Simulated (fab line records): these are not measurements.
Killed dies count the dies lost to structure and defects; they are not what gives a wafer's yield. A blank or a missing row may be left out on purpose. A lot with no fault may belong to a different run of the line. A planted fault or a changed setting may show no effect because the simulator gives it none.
Struck lot and sound lot, side by side :: flow nandHarc :: 14 steps out of a route of 1302
Sound: wafers L945.3, L945.4, L945.5. Struck: wafer L957.4 (L957.3, L957.5, from the same lot, were not struck and are left out); the cause is given at the end.
For every step that has rows: the tool of each side, followed by ch and its chambers, followed by its first start. Under that, the readings that differ: sound wafers :: struck wafers :: difference of the means :: sigmas: that difference in standard deviations of wafers without a fault.
alike: a reading whose means differ by less than 2 such deviations, as well as words and numbers matching on both sides. not compared: withheld readings; readings where some wafer has no value; bounds like >300 that might hide an equal value; numbers whose values overlap and for which the record gives no deviation.
Wherever a step has rows on one side only, a row that says differs or no value, or a row with sigmas, the two part there. When numbers do not overlap yet have no deviation, they are printed without sigmas and do not part them. A reading that every wafer of one side lacks parts them only if that side has two wafers or more.

NHARC_P_BONDPAD_CD_MEAS_09: target cd 500 nm.
  sound on cdSem-01 ch 0, day 6 10:38; struck on cdSem-02 ch 0, day 11 18:58
  alike: cdNm
NHARC_P_BONDPAD_OVL_MEAS_38:
  struck on overlay-02, day 11 19:03; sound on overlay-01, day 6 10:43
reading: overlayYNm (nm)
sound: -13 -14 -14
struck: 2
difference: +16
sigmas: +2
  alike: overlayXNm
then, 1 step without rows for these wafers: NHARC_P_BONDPAD_HARDBAKE_10 (time 65 s).
NHARC_P_BONDPAD_DESCUM_11: chemistry O2, time 3 s.
  sound on rieDiel-04 ch 2,3, day 6 10:50; struck on rieDiel-13 ch 0, day 11 19:11
reading: oesProductAu (a.u.)
sound: 1.012 0.999 1.013
struck: 0.977
difference: -0.031
sigmas: -3

reading: showerheadPlenumPTorr (Torr)
sound: 1.98 1.89 1.98
struck: 1.79
difference: -0.16
sigmas: -2
  alike: drypumpMotorCurrentA, rfVppV, throttleValvePct
  not compared: rfHoursCounterH
NHARC_P_BONDPAD_ETCH_37: etches the open film in N2/H2, target depth 60 nm, overetch 18 nm, time 65.91 s.
  sound on rieDiel-04 ch 1,2, day 6 10:56; struck on rieDiel-13 ch 0, day 11 19:16
reading: rfVppV (V)
sound: 430.8 434.0 433.8
struck: 425.9
difference: -7.0
sigmas: -3

reading: showerheadPlenumPTorr (Torr)
sound: 2.01 2.16 2.16
struck: 1.90
difference: -0.21
sigmas: -2
  alike: drypumpMotorCurrentA, oesProductAu, throttleValvePct
  not compared: rfHoursCounterH
NHARC_P_BONDPAD_ETCH_12: etches the open film in CHF3/O2, target depth 200 nm, time 100 s.
  sound on rieDiel-04 ch 0,1; struck on rieDiel-13 ch 0
reading: rfVppV (V)
sound: 373.6 370.8 370.5
struck: 367.0
difference: -4.6
sigmas: -2

reading: showerheadPlenumPTorr (Torr)
sound: 2.53 2.43 2.43
struck: 2.25
difference: -0.21
sigmas: -2
  alike: drypumpMotorCurrentA, oesProductAu, throttleValvePct
  not compared: rfHoursCounterH
NHARC_P_BONDPAD_CD_MEAS_13:
  struck on cdSem-02, day 11 19:30; sound on cdSem-02, day 6 11:10
  alike: cdNm
NHARC_P_BONDPAD_STRIP_15: strips in O2.
  sound on rieDiel-02 ch 0,3, day 6 11:14; struck on rieDiel-02 ch 0, day 11 19:35
reading: rfVppV (V)
sound: 58.3 59.2 59.2
struck: 55.4
difference: -3.5
sigmas: -4
  alike: drypumpMotorCurrentA, oesProductAu, showerheadPlenumPTorr, throttleValvePct
  not compared: rfHoursCounterH
then, 4 steps without rows for these wafers: NHARC_P_BONDPAD_ETCH_24 (etches the open film in CF4/N2, target depth 30 nm, time 72.99 s); NHARC_P_BONDPAD_STRIP_16 (strips in post etch residue remover, time 600 s); NHARC_P_BONDPAD_DEGAS_25 (time 60 s); NHARC_P_BONDPAD_PRE_CLEAN_26 (time 30 s).
NHARC_P_BONDPAD_PVD_17: deposits TaN, target thk 5 nm, time 8.06 s.
  struck on pvdSputter-03, day 11 20:14; sound on pvdSputter-02, day 6 11:53
reading: throttleValvePct (%)
sound: 30.0 30.8 30.8
struck: 28.9
difference: -1.6
sigmas: -2

reading: timeS (s)
sound: 8.06 8.06 8.06
struck: 7.0504
difference: -1.0096
sigmas: 
NHARC_P_BONDPAD_PVD_27: deposits Cu, target thk 30 nm, time 20.49 s.
  sound on pvdSputter-02; struck on pvdSputter-03
  alike: throttleValvePct
  not compared: timeS

WHERE THEY PART
Earliest at NHARC_P_BONDPAD_OVL_MEAS_38; latest, in this record, at NHARC_P_BONDPAD_PVD_17. Later steps at which nothing parts them and some readings are alike: NHARC_P_BONDPAD_PVD_27.

WHY: what the simulator had put in
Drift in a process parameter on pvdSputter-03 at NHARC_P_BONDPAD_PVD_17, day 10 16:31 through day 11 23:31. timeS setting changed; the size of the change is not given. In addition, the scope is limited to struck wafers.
